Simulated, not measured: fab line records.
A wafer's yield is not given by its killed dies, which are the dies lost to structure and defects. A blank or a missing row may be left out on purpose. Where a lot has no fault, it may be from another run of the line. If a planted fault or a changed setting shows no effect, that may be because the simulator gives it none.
fab line records	flow n5Finfet
record lots=9	wafers=27	lastDay=18
route steps=1938 shown BEOL_M4@1111 BEOL_M6@1258 BEOL_M7@1281 PASSIVATION@1936
lots with no fault: from the same line, run without faults
startH: hours from the record's first day to the start of the lot's first wafer shown	waitH: how many hours have passed since the lot's step before this one	" repeats the value in the row above	L1.1+2: a row that stands for several wafers	- no value, or no start given	* or withheld: withheld	< > ~ a bound
route shown NAME@n: a module of which the file shows steps, and the number in the route of the first	usual: average and standard deviation across the fault-free wafers	same: alike in all rows	chamber/n: place in a boat	sites: per-site readings	_std_site: standard deviation of those values	_edge_site: inner sites' mean taken away from outer sites' mean	radiusMm: how far each site lies from the wafer's centre	mask NAME#n: copy n	behind: the most recent tool/chamber to have shaped the wafer	hold: reason for holding the lot/hours on hold/outcome of the hold	device: the n, p or np transistor that did not switch	end of line: at the end of the route, the tests of the same wafers	a step with no rows: only its recipe	killed: dies lost to structure and defects at the first sort, not the wafer's yield	map: dies across one wafer; x = killed, . = not, _ = none there
set.NAME: the run value of the setting; set.NAME@STEP: its run value at that earlier step	model.NAME: the simulator's own value behind a step, which no gauge read
one table for each step of the route and one row for each wafer, over a sample of lots
services: from which hour (startH, from the record's first day; less than 0 if before it) a tool's chamber was out of use, for how many hours, and why
## steps
# step N5_BEOL_M4_RC_MEAS_101
# usual DIBL_N=35.9/1.7	DIBL_P=36.0/2.2	IOFF_N=0.16/0.031	IOFF_P=0.21/0.039	ION_N=678/13	ION_P=464/8.8	SS_N=71.5/0.61	SS_P=73.2/0.68	VT_N=249/3.3	VT_P=-250/3.8
lot.wafer	tool	chamber	startH	waitH	DIBL_N[mV/V]	DIBL_P[mV/V]	IOFF_N[nA/um]	IOFF_P[nA/um]	ION_N[uA/um]	ION_P[uA/um]	SS_N[mV/dec]	SS_P[mV/dec]	VT_N[mV]	VT_P[mV]
L854.4	prober-01	0	175.67	0.5	38.4	37.7	0.21	0.26	695	470	71.6	73.7	243	-247
L854.5	"	0	"	"	39.0	39.2	0.23	0.27	705	480	72.3	74.5	245	-246
L854.6	"	0	"	"	37.1	36.2	0.19	0.24	686	473	71.4	73.2	244	-247
L855.2	prober-01	0	178.07	0.2	37.3	35.9	0.17	0.20	686	466	71.5	74.4	247	-252
L855.3	"	0	"	"	33.9	31.8	0.12	0.15	675	462	70.2	72.8	250	-253
L855.4	"	0	"	"	34.0	30.5	0.12	0.14	663	451	71.4	72.5	251	-256
L856.1	prober-02	0	183.90	0.0	38.0	38.1	0.19	0.22	676	460	72.1	74.1	246	-252
L856.2	"	0	"	"	34.0	33.7	0.12	0.17	654	454	71.3	72.5	253	-254
L856.4	"	0	"	"	34.8	35.0	0.14	0.19	677	465	71.5	72.9	252	-251
L864.2	prober-02	0	232.93	0.2	35.4	33.1	0.14	0.18	689	467	71.3	71.7	249	-250
L864.5	"	0	"	"	40.4	40.4	0.26	0.31	717	480	72.2	73.7	241	-245
L864.6	"	0	"	"	37.8	35.9	0.18	0.21	681	462	72.4	73.5	247	-248
L866.1	prober-02	0	250.16	0.0	34.5	35.4	0.15	0.22	668	462	70.2	73.0	250	-247
L866.5	"	0	"	"	34.2	35.6	0.15	0.23	682	470	71.2	72.5	249	-244
L866.6	"	0	"	"	35.3	35.0	0.14	0.21	659	455	71.0	73.0	253	-251
L869.2	prober-02	0	258.04	0.2	33.4	31.9	0.11	0.15	670	459	70.5	72.1	253	-255
L869.3	"	0	"	"	37.4	36.7	0.17	0.22	683	471	72.4	73.4	249	-250
L869.5	"	0	"	"	36.6	35.8	0.16	0.20	681	467	71.8	72.9	250	-251
L868.1	prober-01	0	264.98	0.0	34.8	33.8	0.13	0.19	678	469	70.6	72.3	251	-251
L868.4	"	0	"	"	36.3	36.5	0.17	0.23	688	479	70.9	73.8	244	-247
L868.5	"	0	"	"	37.8	39.0	0.20	0.27	707	486	72.1	74.2	245	-245
L874.2	prober-02	0	294.82	0.2	37.5	37.3	0.19	0.28	692	472	72.1	74.0	246	-244
L874.3	"	0	"	"	34.6	33.9	0.14	0.22	679	477	70.7	72.9	251	-246
L874.4	"	0	"	"	35.9	35.3	0.16	0.23	678	470	71.8	72.9	248	-247
L875.2	prober-02	0	310.91	0.2	32.6	34.7	0.13	0.21	678	471	71.6	72.8	253	-248
L875.4	"	0	"	"	34.8	36.8	0.17	0.23	685	472	72.3	73.4	249	-250
L875.6	"	0	"	"	34.6	36.9	0.16	0.25	674	466	72.4	74.2	251	-248
# step N5_BEOL_M6_THK_MEAS_53
# recipe thkMeasGauge=xrf	reads=Cu_of_BEOL_M6_ECD_50
# usual M6_THK=79.0/2.4
lot.wafer	tool	chamber	startH	waitH	M6_THK[nm]
L854.4	filmMetro-02	-	196.98	-	75.5
L854.5	"	-	"	"	78.3
L854.6	"	-	"	"	80.9
L855.2	filmMetro-01	-	199.74	-	78.3
L855.3	"	-	"	"	78.3
L855.4	"	-	"	"	77.8
L856.1	filmMetro-02	-	206.43	-	78.6
L856.2	"	-	"	"	77.8
L856.4	"	-	"	"	82.3
L864.2	filmMetro-01	-	253.79	-	82.4
L864.5	"	-	"	"	81.9
L864.6	"	-	"	"	80.8
L866.1	filmMetro-01	-	277.11	-	74.7
L866.5	"	-	"	"	78.8
L866.6	"	-	"	"	78.9
L869.2	filmMetro-02	-	285.74	-	81.4
L869.3	"	-	"	"	81.5
L869.5	"	-	"	"	81.7
L868.1	filmMetro-01	-	286.62	-	80.4
L868.4	"	-	"	"	78.5
L868.5	"	-	"	"	79.0
L874.2	filmMetro-01	-	314.56	-	78.4
L874.3	"	-	"	"	80.5
L874.4	"	-	"	"	77.8
L875.2	filmMetro-02	-	338.79	-	82.9
L875.4	"	-	"	"	81.6
L875.6	"	-	"	"	81.7
# step N5_BEOL_M7_ETCH_62
# recipe chemistry=N2/H2	target=SOC	targetDepthA=1100	overetchA=220	maskMaterial=SiARC	tempC=40	timeS=165	ionEnergyEv=200	pressureMtorr=30	sourceW=840	biasW=150	n2FlowSccm=200	h2FlowSccm=200
# usual chamberPressureMTorr=29.995/0.028	drypumpMotorCurrentA=5.7/0.63	oesProductAu=0.70/0.071	rfVppV=523.7/2.1	showerheadPlenumPTorr=2.54/0.066	throttleValvePct=17.74/0.27
lot.wafer	tool	chamber	startH	waitH	chamberPressureMTorr	drypumpMotorCurrentA	oesProductAu	rfHoursCounterH	rfVppV	showerheadPlenumPTorr	throttleValvePct
L854.4	rieDiel-01	3	199.06	0.0	29.938	6.3	0.73	61	523.5	2.48	17.67
L854.5	"	2	"	"	30.021	6.1	0.79	-	522.5	2.51	17.49
L854.6	"	3	"	"	29.972	6.4	0.74	-	522.0	2.48	17.66
L855.2	rieDiel-01	1	201.93	0.0	30.020	5.2	0.60	215	522.0	2.51	18.17
L855.3	"	2	"	"	29.981	6.1	0.79	22	521.2	2.51	17.49
L855.4	"	0	"	"	29.999	4.8	0.74	51	524.8	2.57	17.54
L856.1	rieDiel-01	0	208.48	0.0	29.955	4.8	0.74	53	525.1	2.57	17.54
L856.2	"	3	"	"	29.987	6.4	0.73	64	521.5	2.48	17.67
L856.4	"	1	"	"	29.948	5.2	0.60	218	522.9	2.51	18.17
L864.2	rieDiel-01	3	256.57	0.0	29.961	6.4	0.72	81	521.6	2.47	17.71
L864.5	"	0	"	"	30.003	4.8	0.71	-	524.0	2.56	17.57
L864.6	"	3	"	"	29.952	6.4	0.70	-	522.0	2.47	17.69
L866.1	rieDiel-01	0	279.14	0.0	29.986	4.7	0.71	74	524.4	2.56	17.60
L866.5	"	3	"	"	30.027	6.4	0.70	-	523.0	2.47	17.70
L866.6	"	0	"	"	30.006	4.8	0.71	-	525.5	2.56	17.59
L869.2	rieDiel-03	3	287.85	0.0	29.971	6.3	0.60	237	525.0	2.60	17.73
L869.3	"	2	"	"	30.013	5.5	0.83	2	528.5	2.71	17.49
L869.5	"	2	"	"	30.016	5.5	0.82	-	529.6	2.71	17.50
L868.1	rieDiel-03	3	290.08	0.0	30.074	6.2	0.60	238	525.5	2.60	17.74
L868.4	"	0	"	"	29.976	5.0	0.69	-	523.4	2.56	17.42
L868.5	"	3	"	"	30.023	6.2	0.59	-	525.6	2.60	17.75
L874.2	rieDiel-04	3	317.87	0.0	29.975	6.6	0.59	231	520.6	2.41	18.23
L874.3	"	2	"	"	30.007	5.7	0.70	62	524.5	2.60	18.11
L874.4	"	1	"	"	30.043	6.5	0.65	142	525.0	2.53	17.85
L875.2	rieDiel-03	2	341.71	0.0	29.972	5.5	0.77	23	529.2	2.70	17.52
L875.4	"	0	"	"	30.014	5.0	0.67	122	525.4	2.55	17.46
L875.6	"	3	"	"	29.985	6.3	0.84	-	527.1	2.60	17.34
# step N5_BEOL_M7_OCD_MEAS_38
# usual trenchDepthNm=93.2/1.9
lot.wafer	tool	chamber	startH	waitH	trenchDepthNm
L854.4	ocd-02	-	200.66	-	94.3
L854.5	"	-	"	"	90.1
L854.6	"	-	"	"	90.3
L855.2	ocd-01	-	204.31	-	92.7
L855.3	"	-	"	"	93.7
L855.4	"	-	"	"	91.5
L856.1	ocd-02	-	211.06	-	94.0
L856.2	"	-	"	"	94.9
L856.4	"	-	"	"	90.0
L864.2	ocd-02	-	260.53	-	96.4
L864.5	"	-	"	"	66.8
L864.6	"	-	"	"	52.4
L866.1	ocd-02	-	282.66	-	96.7
L866.5	"	-	"	"	55.9
L866.6	"	-	"	"	65.0
L869.2	ocd-02	-	290.72	-	91.5
L869.3	"	-	"	"	96.3
L869.5	"	-	"	"	95.9
L868.1	ocd-01	-	292.33	-	91.2
L868.4	"	-	"	"	91.0
L868.5	"	-	"	"	92.7
L874.2	ocd-01	-	322.85	-	93.1
L874.3	"	-	"	"	94.6
L874.4	"	-	"	"	94.2
L875.2	ocd-01	-	345.23	-	95.2
L875.4	"	-	"	"	94.9
L875.6	"	-	"	"	94.8
# step N5_BEOL_M7_DEGAS_44
# recipe ambient=vacuum	tempC=250	timeS=60
# usual heaterPowerW=335/25
lot.wafer	tool	chamber	startH	waitH	heaterPowerW
L854.4	pvdSputter-01	-	201.45	0.4	318
L854.5	"	-	"	"	322
L854.6	"	-	"	"	339
L855.2	pvdSputter-03	-	204.94	0.3	320
L855.3	"	-	"	"	358
L855.4	"	-	"	"	326
L856.1	pvdSputter-03	-	212.04	0.7	325
L856.2	"	-	"	"	324
L856.4	"	-	"	"	333
L864.2	pvdSputter-03	-	261.38	0.6	355
L864.5	"	-	"	"	314
L864.6	"	-	"	"	330
L866.1	pvdSputter-01	-	283.74	0.7	311
L866.5	"	-	"	"	305
L866.6	"	-	"	"	326
L869.2	pvdSputter-01	-	291.36	0.3	312
L869.3	"	-	"	"	301
L869.5	"	-	"	"	311
L868.1	pvdSputter-03	-	293.48	0.4	324
L868.4	"	-	"	"	329
L868.5	"	-	"	"	317
L874.2	pvdSputter-02	-	323.42	0.3	330
L874.3	"	-	"	"	328
L874.4	"	-	"	"	412
L875.2	pvdSputter-02	-	345.78	0.2	361
L875.4	"	-	"	"	333
L875.6	"	-	"	"	341
# step N5_BEOL_M7_DEP_56
# recipe material=SiCN	targetThkA=100	tempC=withheld	precursor=3MS/NH3	pressureTorr=3	rfW=202	timeS=17.5
# usual showerheadPlenumPTorr=3.679/0.014	throttleValvePct=9.1/0.54
lot.wafer	tool	chamber	startH	waitH	showerheadPlenumPTorr	throttleValvePct
L854.4	pecvd-04	1	202.97	0.0	3.689	9.7
L854.5	"	0	"	"	3.661	8.9
L854.6	"	2	"	"	3.671	8.9
L855.2	pecvd-03	0	207.84	0.0	3.680	8.5
L855.3	"	2	"	"	3.690	8.6
L855.4	"	0	"	"	3.687	8.3
L856.1	pecvd-04	2	213.87	0.0	3.673	9.1
L856.2	"	1	"	"	3.682	9.6
L856.4	"	1	"	"	3.688	9.5
L864.2	pecvd-01	1	263.00	0.0	3.683	10.5
L864.5	"	1	"	"	3.670	10.5
L864.6	"	0	"	"	3.663	9.2
L866.1	pecvd-04	2	285.53	0.0	3.667	8.9
L866.5	"	1	"	"	3.690	9.4
L866.6	"	2	"	"	3.679	8.9
L869.2	pecvd-03	0	293.66	0.0	3.682	8.9
L869.3	"	1	"	"	3.691	8.9
L869.5	"	2	"	"	3.690	8.9
L868.1	pecvd-04	2	296.75	0.0	3.666	8.8
L868.4	"	2	"	"	3.670	8.8
L868.5	"	1	"	"	3.693	9.5
L874.2	pecvd-03	2	325.06	0.0	3.698	8.8
L874.3	"	1	"	"	3.671	8.5
L874.4	"	1	"	"	3.673	8.6
L875.2	pecvd-01	1	349.30	0.0	3.681	10.3
L875.4	"	1	"	"	3.683	10.3
L875.6	"	2	"	"	3.698	8.5
# step N5_PASSIVATION_PROBE_49
# usual defectLimitedYield=90.9/1.5	killed_at_M0_to_M3=36/10	killed_at_M4_up=13/5.5	killedAtContacts=12/5.6	killedAtFrontEnd=42/12	killedAtOther=4/3.2	killedDies=108/18	killedOnRim=15/4.1	killedOpen=71/13	killedShort=34/7.8	sort_bin_5_function=5.4/1	sort_bin_6_memory=3.4/0.68	sortNPass=1072/18	sortYieldPct=90.9/1.5
# same grossDies=1180	killedAtBackSide=0	sort_bin_4_leakage[%]=0	sort_bin_8_speed[%]=0
lot.wafer	tool	chamber	startH	waitH	defectLimitedYield[%]	killed_at_M0_to_M3	killed_at_M4_up	killedAtContacts	killedAtFrontEnd	killedAtOther	killedDies	killedOnRim	killedOpen	killedShort	sort_bin_5_function[%]	sort_bin_6_memory[%]	sortNPass	sortYieldPct[%]
L864.2	prober-01	-	347.96	0.1	91.9	28	17	12	30	8	95	17	60	35	4.9	3.0	1085	91.9
L864.5	prober-01	-	348.11	0.2	56.1	29	431	20	32	6	518	126	70	26	40.6	2.9	662	56.1
L864.6	prober-01	-	348.16	0.3	55.8	33	436	16	37	0	522	87	63	31	41.4	2.5	658	55.8
L866.1	prober-01	-	355.14	0.0	93.1	25	12	11	29	4	81	12	46	35	4.4	2.1	1099	93.1
L866.5	prober-01	-	355.34	0.2	60.6	17	395	13	38	2	465	73	48	25	36.9	2.3	715	60.6
L866.6	prober-01	-	355.39	0.3	60.1	22	384	23	38	4	471	113	60	35	36.1	3.3	709	60.1
# killed by level:class
L864.2 BEOL_M4:geometricParticle:open=13 BEOL_M0_SAQP:geometricParticle:short=11 MOL_CONTACT_COAG:geometricParticle:open=10 STI_FIN_REVEAL:geometricParticle:open=8 DUMMY_GATE:geometricParticle:open=7 BEOL_M0_SAQP:geometricParticle:open=6 FIN_SAQP:geometricParticle:short=5 BEOL_M1:geometricParticle:open=4
L864.5 BEOL_M7:areaEtch=417 MOL_CONTACT_COAG:geometricParticle:open=13 STI_FIN_REVEAL:geometricParticle:open=10 BEOL_M1:geometricParticle:open=10 DUMMY_GATE:geometricParticle:open=7 MOL_CONTACT_COAG:geometricParticle:short=7 BEOL_M3:geometricParticle:open=5 BEOL_M0_SAQP:geometricParticle:open=4
L864.6 BEOL_M7:areaEtch=428 MOL_CONTACT_COAG:geometricParticle:open=15 BEOL_M0_SAQP:geometricParticle:short=9 STI_FIN_REVEAL:geometricParticle:open=8 BEOL_M0_SAQP:geometricParticle:open=8 DUMMY_GATE:geometricParticle:short=6 BEOL_M1:geometricParticle:open=6 DUMMY_GATE:geometricParticle:open=5
L866.1 MOL_CONTACT_COAG:geometricParticle:open=9 FIN_SAQP:geometricParticle:open=7 BEOL_M1:geometricParticle:open=7 FIN_SAQP:geometricParticle:short=6 GATE_CUT:geometricParticle:short=5 BEOL_M2:geometricParticle:open=5 BEOL_M0_SAQP:geometricParticle:short=4 STARTING-WAFER:geometricParticle:short=4
L866.5 BEOL_M7:areaEtch=391 FIN_SAQP:geometricParticle:short=11 STI_FIN_REVEAL:geometricParticle:open=8 MOL_CONTACT_COAG:geometricParticle:open=8 FIN_SAQP:geometricParticle:open=6 DUMMY_GATE:geometricParticle:open=5 MOL_CONTACT_COAG:geometricParticle:short=5 BEOL_M1:geometricParticle:open=5
L866.6 BEOL_M7:areaEtch=375 MOL_CONTACT_COAG:geometricParticle:open=17 GATE_CUT:geometricParticle:short=10 FIN_SAQP:geometricParticle:short=8 FIN_SAQP:geometricParticle:open=8 BEOL_M2:geometricParticle:open=8 MOL_CONTACT_COAG:geometricParticle:short=6 BEOL_M3:geometricParticle:open=4
## services
tool	chamber	startH	hours	kind
pecvd-03	1	218.40	5.5	scheduledDown
rieDiel-04	1	221.30	13.8	repair
pecvd-03	0	224.32	5.5	scheduledDown
rieDiel-01	1	240.27	4.0	repair
rieDiel-03	2	265.86	-	clean
rieDiel-03	2	265.86	-	consumableReplace:focusRing
rieDiel-03	2	265.86	-	consumableReplace:showerhead
rieDiel-03	2	265.86	14.9	scheduledDown
rieDiel-03	2	265.86	14.9	ventCycle
rieDiel-04	2	273.35	7.5	repair
pvdSputter-02	-	279.52	3.8	repair
pecvd-01	-	289.64	1.0	repair
pecvd-04	1	298.99	6.2	repair
pecvd-04	2	303.65	2.1	scheduledDown
rieDiel-03	3	316.84	-	clean
rieDiel-03	3	316.84	-	consumableReplace:focusRing
pecvd-04	1	317.58	4.5	repair
pvdSputter-01	-	320.04	19.6	repair
rieDiel-01	1	324.46	-	clean
rieDiel-01	1	324.46	-	consumableReplace:focusRing
rieDiel-01	1	324.46	33.2	scheduledDown
rieDiel-01	1	324.46	33.2	ventCycle
pecvd-04	1	327.41	2.1	scheduledDown
rieDiel-04	1	328.93	6.7	repair
## key
firstSign step=N5_BEOL_M7_OCD_MEAS_38	reading=trenchDepthNm	direction=down	sigmas=18	usual=93.2	struck=60.0
effect step=N5_PASSIVATION_PROBE_49	reading=killed_at_M4_up	direction=up	sigmas=73	usual=13	struck=412
moreKillsBornAt N5_BEOL_M7_ETCH_62@rieDiel-01=1611
metAt N5_BEOL_M7_ETCH_62
struckLots L864,L866
struckWafers L864.5,L864.6,L866.5,L866.6
notActingAt N5_BEOL_M6_THK_MEAS_53,N5_BEOL_M7_DEGAS_44,N5_BEOL_M7_DEP_56
onsetBetween 208.48 256.57
fault kind=processParameterDrift	tool=rieDiel-01	chamber=-	onsetH=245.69	steps=N5_BEOL_M7_ETCH_62	channel=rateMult	offset=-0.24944	shape=step	endH=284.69	scope=struckWafersOnly
